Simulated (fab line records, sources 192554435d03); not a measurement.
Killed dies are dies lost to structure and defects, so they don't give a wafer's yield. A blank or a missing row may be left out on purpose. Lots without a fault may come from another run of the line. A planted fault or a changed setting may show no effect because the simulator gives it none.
fab line records | flow n5_finfet
record lots=4 wafers=12 last_day=17
route steps=1938 shown BEOL_M11@1590 BEOL_M12@1602
lots that met no fault: from a run of the same line without faults
start_h: hours from the record's first day to the start of the lot's first wafer shown | wait_h: hours since the lot's step before | " the same as in the row above | L1.1+2: a row that stands for several wafers | - no value, or no start given | * or withheld: withheld | < > ~ a bound
route shown NAME@n: a module of which the file shows steps, and the number in the route of the first | usual: mean/standard deviation of fault-free wafers | same: alike in all rows | chamber/n: place in a boat | sites: the reading at each site | _std_site: their standard deviation | _edge_site: outer sites' mean less inner sites' | radius_mm: how far each site lies from the wafer's centre | mask NAME#n: copy n | behind: the tool/chamber that last shaped the wafer | hold: why the lot was held/for how many hours/how that ended | device: the transistor (n, p or np) that didn't switch | end of line: the same wafers' tests at the end of the route | a step without rows: its recipe alone | killed: dies lost to structure and defects at the first sort, not the wafer's yield | map: a wafer's dies, x killed, . not, _ none there
set.NAME: the setting as run; set.NAME@STEP: as run at that earlier step | model.NAME: the simulator's own value behind a step, which no gauge read
lots at some steps of the route; a table a step, a row a wafer
services: from which hour (start_h, from the record's first day; less than 0 if before it) a tool's chamber was out of use, for how many hours, and why
## steps
# step N5_BEOL_M11_ALD_74
# recipe material=TaN target_thk_a=20 temp_c=275 ald_precursor_family=PDMAT ald_co_reactant=NH3 pressure_torr=3 carrier_flow_sccm=1500 pulse_time_s=2 purge_time_s=3 co_reactant_purge_time_s=2 co_reactant_pulse_time_s=3 ald_cycles=40 precursor_vessel_temp_c=75 precursor_vessel_pressure_torr=26.25 precursor_vessel_carrier_sccm=1000
# step N5_BEOL_M11_SURFACE_TREAT_76
# recipe gas=Ar time_s=* ion_energy_ev=* ion_current_ma_cm2=0.5 pressure_mtorr=* ar_flow_sccm=30
# step N5_BEOL_M11_CVD_75
# recipe material=Co target_thk_a=20 temp_c=withheld precursor=CCTBA/H2 pressure_torr=30 time_s=138.9
# step N5_BEOL_M11_SPUTTER_48
# recipe material=Cu target_thk_a=120 temp_c=-20 bias_v=60 power_w=26000 chamber_pressure_pa=0.13 time_s=2
# step N5_BEOL_M11_ECD_50
# recipe material=Cu target_thk_a=3180
# step N5_BEOL_M11_ANNEAL_51
# recipe temp_c=225 time_s=90 ambient=N2
# step N5_BEOL_M11_CMP_52
# recipe stop_on=SiCOH_lowk t_overpolish_s=7 down_force_psi=1 platen_rpm=50 clearing_platen_down_force_psi=1.5 clearing_platen_rpm=50 post_cmp_clean=cu_alkaline target_thk_nm=140 clearing_platen_pad_velocity_m_s=0.99484 pad_velocity_m_s=0.99484
# step N5_BEOL_M11_PRE_CLEAN_55
# recipe gas=NH3 time_s=15 temp_c=withheld rf_power_w=300
# step N5_BEOL_M11_DEP_56
# recipe material=SiCN target_thk_a=300 temp_c=withheld precursor=3MS/NH3 pressure_torr=3 rf_w=675 time_s=10.5
# step N5_BEOL_M12_ILD_DEP_00
# recipe material=SiOC target_thk_a=6589.2 temp_c=350 precursor=DEMS/O2 pressure_torr=5 rf_w=500 time_s=130.7
# usual heater_power_w=458/95 showerhead_plenum_p_Torr=5.699/0.017 throttle_valve_pct=12.1/0.42
# columns lot.wafer tool chamber start_h wait_h heater_power_w showerhead_plenum_p_Torr throttle_valve_pct model.SiOC_of_BEOL_M12_ILD_DEP_00.thk_nm
L537.2 pecvd-03 1 230.73 0.0 615 5.704 12.2 643.4
L537.5 " 0 " " 371 5.679 12.6 668.8
L537.6 " 2 " " 359 5.674 12.3 652.4
L551.2 pecvd-03 2 319.65 0.0 314 5.685 12.7 652.8
L551.4 " 2 " " 340 5.686 12.5 700
L551.6 " 1 " " 609 5.699 12.5 701.6
L553.3 pecvd-03 2 352.10 0.0 304 5.685 12.5 696.2
L553.4 " 2 " " 343 5.692 12.8 707.4
L553.6 " 1 " " 579 5.706 12.3 710.4
L557.4 pecvd-02 2 367.63 0.1 387 5.689 11.8 666
L557.5 " 0 " " 597 5.725 11.5 672
L557.6 " 1 " " 411 5.690 12.3 678.4
# step N5_BEOL_M12_THK_MEAS_01
# recipe reads=SiOC_of_BEOL_M12_ILD_DEP_00
# usual M12_ILD_THK=662/10
# columns lot.wafer tool chamber start_h wait_h M12_ILD_THK[nm]
L537.2 film_metro-01 - 230.86 0.1 644
L537.5 " - " " 669
L537.6 " - " " 653
L551.2 film_metro-02 - 319.78 0.1 652
L551.4 " - " " 700
L551.6 " - " " 701
L553.3 film_metro-02 - 352.23 0.1 697
L553.4 " - " " 707
L553.6 " - " " 710
L557.4 film_metro-01 - 367.71 0.0 666
L557.5 " - " " 672
L557.6 " - " " 679
# step N5_BEOL_M12_COAT_58
# recipe resist=BARC temp_c=205 time_s=60 spin_rpm=1500 resist_thk_nm=89
# step N5_BEOL_M12_COAT_04
# recipe spin_rpm=1625 resist_thk_nm=400
# step N5_BEOL_M12_EBR_06
# recipe solvent=PGMEA ebr_width_mm=1.5
# step N5_BEOL_M12_SOFTBAKE_05
# recipe temp_c=130 time_s=60
# step N5_BEOL_M12_EXPOSE_07
# recipe mask_id=V11 na=0.93 source_shape=conventional sigma_outer=0.6 polarization=unpolarized attpsm_phase_deg=180 dose_mj=32.5
# step N5_BEOL_M12_PEB_08
# recipe peb_temp_c=130 peb_time_s=90
# step N5_BEOL_M12_DEVELOP_09
# recipe develop_time_s=45 rinse_liquid=diw dry=air_spin dev_temp_c=21
# step N5_BEOL_M12_HARDBAKE_14
# recipe temp_c=130 time_s=120
# step N5_BEOL_M12_DESCUM_15
# recipe chemistry=O2 time_s=7.9 source_power_w=50 bias_power_w=20 pressure_mtorr=20 rf_frequency_hz=2.712e+07 temp_c=40 o2_flow_sccm=225
# step N5_BEOL_M12_ETCH_59
# recipe chemistry=N2/H2 target=BARC target_depth_a=890 overetch_a=267 time_s=67.9 ion_energy_ev=200 pressure_mtorr=30 source_w=840 bias_w=150 n2_flow_sccm=200 h2_flow_sccm=200
# step N5_BEOL_M12_VIA_ETCH_16
# recipe chemistry=C4F8/O2/Ar target=SiOC pressure_mtorr=30 source_w=3000 bias_w=700 Ar_flow_sccm=400 C4F8_flow_sccm=15 O2_flow_sccm=8 he_inner_torr=15 he_outer_torr=30 target_depth_a=7248 time_s=withheld ion_energy_ev=250 ends=cleared
# usual drypump_motor_current_A=5.7/0.39 oes_product_au=0.72/0.08 rf_vpp_V=665.9/2.2 showerhead_plenum_p_Torr=3.44/0.079 throttle_valve_pct=24.11/0.26
# columns lot.wafer tool chamber start_h wait_h drypump_motor_current_A oes_product_au rf_vpp_V showerhead_plenum_p_Torr throttle_valve_pct model.etch.depth_nm model.coat_of_BEOL_M12_COAT_04.thk_nm
L537.2 rie_diel-04 0 231.41 0.0 6.1 0.66 665.2 3.38 24.41 643.4 127.8
L537.5 " 1 " " 6.0 0.73 666.9 3.49 24.48 668.7 119
L537.6 " 3 " " 5.9 0.63 666.8 3.51 24.18 652.4 124
L551.2 rie_diel-03 1 321.42 0.0 5.4 0.66 665.2 3.38 23.90 652.7 124.6
L551.4 " 2 " " 5.2 0.65 664.3 3.38 24.04 700 109.4
L551.6 " 1 " " 5.4 0.65 664.9 3.38 23.90 701.5 111
L553.3 rie_diel-04 2 353.16 0.0 6.1 0.77 663.6 3.34 23.77 696.1 112.4
L553.4 " 0 " " 6.1 0.63 664.6 3.36 24.48 707.5 109.8
L553.6 " 2 " " 6.1 0.78 663.2 3.34 23.80 710.3 105.8
L557.4 rie_diel-04 0 369.75 0.1 6.1 0.62 664.4 3.35 24.50 665.9 125.2
L557.5 " 1 " " 6.0 0.69 666.2 3.46 24.55 671.9 121.6
L557.6 " 2 " " 6.1 0.76 663.1 3.34 23.82 678.5 118.4
# step N5_BEOL_M12_STRIP_63
# recipe chemistry=N2/H2 power_w=1000 temp_c=250 h2_frac=0.65 overash_fraction=0.3 pressure_mtorr=1000 n2_flow_sccm=1750 h2_flow_sccm=3250
# usual drypump_motor_current_A=5.9/0.68 heater_power_w=348/21 oes_product_au=0.692/0.0047 strip_time_to_endpoint_s=42.2/1
# columns lot.wafer tool chamber start_h wait_h drypump_motor_current_A heater_power_w oes_product_au rf_hours_counter_h strip_time_to_endpoint_s
L537.2 plasma_asher-02 1 231.61 - 5.7 379 0.684 67 43.8
L537.5 " 0 " " 6.8 336 0.694 - 41.4
L537.6 " 1 " " 5.7 383 0.694 - 42.8
L551.2 plasma_asher-02 0 321.72 - 6.8 332 0.696 85 42.9
L551.4 " 0 " " 6.8 331 0.695 - 38.8
L551.6 " 1 " " 5.7 379 0.693 - 39.2
L553.3 plasma_asher-01 0 353.38 - 6.1 334 0.686 - 39.6
L553.4 " 1 " " 4.9 332 0.680 - 38.9
L553.6 " 0 " " 6.1 333 0.686 - 37.8
L557.4 plasma_asher-02 0 369.88 - 6.7 330 0.698 - 43.1
L557.5 " 0 " " 6.8 338 0.693 - 42.1
L557.6 " 1 " " 5.7 368 0.685 - 41.2
# step N5_BEOL_M12_STRIP_64
# recipe chemistry=N2/H2 power_w=1000 temp_c=250 h2_frac=0.65 overash_fraction=0.3 pressure_mtorr=withheld n2_flow_sccm=1750 h2_flow_sccm=3250
# step N5_BEOL_M12_STRIP_71
# recipe chemistry=post_etch_residue_remover time_s=60 temp_c=25 remover_ph=withheld remover_water_wt_pct=withheld remover_fluoride_wt_pct=withheld
# step N5_BEOL_M12_SRD_72
# recipe time_s=30 temp_c=23 rinse_liquid=diw dry=n2_spin spin_rpm=1500 dry_time_s=30
# step N5_BEOL_M12_COAT_65
# recipe resist=SOC temp_c=250 time_s=60 spin_rpm=1500 resist_thk_nm=300
# step N5_BEOL_M12_COAT_66
# recipe resist=SiARC temp_c=220 time_s=60 spin_rpm=1500 resist_thk_nm=110
# step N5_BEOL_M12_COAT_22
# recipe spin_rpm=2888 resist_thk_nm=300
# step N5_BEOL_M12_EBR_24
# recipe solvent=PGMEA ebr_width_mm=1.5
# step N5_BEOL_M12_SOFTBAKE_23
# recipe temp_c=130 time_s=60
# step N5_BEOL_M12_EXPOSE_25
# recipe mask_id=M12 na=0.93 source_shape=conventional sigma_outer=0.4 polarization=unpolarized dose_mj=21.8
# step N5_BEOL_M12_PEB_26
# recipe peb_temp_c=130 peb_time_s=90
# step N5_BEOL_M12_DEVELOP_27
# recipe develop_time_s=45 rinse_liquid=diw dry=air_spin dev_temp_c=21
# step N5_BEOL_M12_HARDBAKE_32
# recipe temp_c=130 time_s=120
# step N5_BEOL_M12_CMP_49
# recipe stop_on=SiOC t_overpolish_s=20.6 down_force_psi=1 platen_rpm=50 clearing_platen_down_force_psi=1.5 clearing_platen_rpm=50 post_cmp_clean=cu_alkaline target_thk_nm=320 clearing_platen_pad_velocity_m_s=0.99484 pad_velocity_m_s=0.99484
# usual motor_current_A=5.8/0.47 platen_rpm=50.00/0.034
# columns lot.wafer tool chamber start_h wait_h motor_current_A platen_rpm model.SiOC_of_BEOL_M12_ILD_DEP_00.thk_nm
L537.2 cmp-04 3 237.76 0.3 5.5 50.03 583.6
L537.5 " 0 " " 6.0 49.95 610.2
L537.6 " 1 " " 6.7 49.99 592.4
L551.4 cmp-04 1 327.42 0.2 6.4 49.95 641.8
L551.2 " 2 " " 5.7 50.02 594.8
L551.6 " 3 " " 5.4 50.03 642.2
L553.4 cmp-01 0 357.38 0.1 5.6 50.01 647
L553.3 " 1 " " 5.5 50.04 636.2
L553.6 " 0 " " 5.4 49.92 650.4
L557.4 cmp-02 0 375.23 0.2 5.3 49.99 605.6
L557.6 " 3 " " 6.6 50.01 620.8
L557.5 " 0 " " 5.3 50.05 611.6
## services
# columns tool chamber start_h hours kind
cmp-04 - 211.32 2.4 repair
rie_diel-03 - 211.67 1.7 repair
cmp-04 - 220.99 1.0 repair
cmp-01 - 232.31 3.4 repair
cmp-02 - 250.35 4.0 pm
cmp-04 - 253.81 7.0 pm
cmp-02 - 258.64 1.5 repair
pecvd-03 - 258.70 26.5 repair
plasma_asher-01 - 284.35 3.4 repair
rie_diel-04 1 287.30 4.7 repair
rie_diel-03 3 291.56 6.8 repair
rie_diel-03 - 293.56 1.1 repair
rie_diel-03 0 296.71 5.3 repair
cmp-04 - 297.49 1.3 repair
pecvd-02 - 297.64 0.7 repair
rie_diel-04 - 308.37 4.3 pm
rie_diel-04 3 321.46 9.9 repair
cmp-04 - 330.03 0.5 repair
cmp-04 - 335.82 1.4 repair
cmp-01 - 343.23 1.1 repair
pecvd-03 - 344.05 0.4 repair
rie_diel-04 0 360.70 5.8 repair
rie_diel-04 3 368.33 39.2 repair
cmp-04 - 371.26 2.4 repair
## key
first_sign step=N5_BEOL_M12_THK_MEAS_01 reading=M12_ILD_THK direction=up sigmas=3.9 usual=662 struck=703
effect step=N5_BEOL_M12_STRIP_63 reading=strip_time_to_endpoint_s direction=down sigmas=3.3 usual=* struck=*
model_effect step=N5_BEOL_M12_ILD_DEP_00 value=SiOC_of_BEOL_M12_ILD_DEP_00.thk_nm without=654.2 struck=703.1
model_effect step=N5_BEOL_M12_VIA_ETCH_16 value=etch.depth_nm without=654.2 struck=703.1
model_effect step=N5_BEOL_M12_CMP_49 value=SiOC_of_BEOL_M12_ILD_DEP_00.thk_nm without=594.7 struck=643.5
met_at N5_BEOL_M12_ILD_DEP_00
struck_wafers L551.4,L551.6,L553.3,L553.4,L553.6
onset_between 230.73 319.65
fault kind=process_parameter_drift tool=pecvd-03 chamber=- onset_h=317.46 steps=N5_BEOL_M12_ILD_DEP_00 channel=target_thk_a offset=* shape=step end_h=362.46 scope=struck_wafers_only acts_in=* stated=*
